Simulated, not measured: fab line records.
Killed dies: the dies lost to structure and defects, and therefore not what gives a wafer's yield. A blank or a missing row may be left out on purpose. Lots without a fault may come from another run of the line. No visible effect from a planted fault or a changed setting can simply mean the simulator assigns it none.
Chamber matching ; flow n5_finfet ; rie_diel-03 running N5_MOL_CONTACT_COAG_ETCH_15: 4 sister chambers
The step etches SiNx in CH3F/O2, stops on Si:P, target depth 7 nm. 4 wafers are shown with their chamber, then 11 later ones without.

EACH WAFER AND ITS CHAMBER
wafer;chamber;drypump_motor_current_A (A)
L085.1;1;5.4
L088.1;3;6.4
L088.5;2;4.7
L089.3;0;5.2

WAFERS WITH NO CHAMBER GIVEN
wafer;drypump_motor_current_A (A)
L089.5;4.7
L089.6;6.4
L091.2;5.4
L091.3;5.2
L091.5;5.2
L093.1;6.4
L093.2;5.4
L093.6;5.2
L094.3;5.2
L094.4;6.5
L094.6;5.2

EACH ONE'S CHAMBER
wafer;from the rows above;in truth
L089.5;2;2
L089.6;3;3
L091.2;1;1
L091.3;0;0
L091.5;0;0
L093.1;3;3
L093.2;1;1
L093.6;0;0
L094.3;0;0
L094.4;3;3
L094.6;0;0
Correctly placed: 11 of 11. Left unplaced by these rows: 0. 0 placed wrongly.
How it was worked out, from the rows above alone: a wafer's distance from a chamber is the root of the sum, over the readings, of the square of ((its reading less the chamber's mean) divided by the reading's scatter). If the next closest chamber is less than 2 further off than the closest, the wafer can't be placed; otherwise it belongs to the closest. A chamber's mean is the mean of its shown wafers. The scatter: with one shown wafer a chamber, the root of the mean of the squares of how far each hidden wafer lies from its nearest shown one.
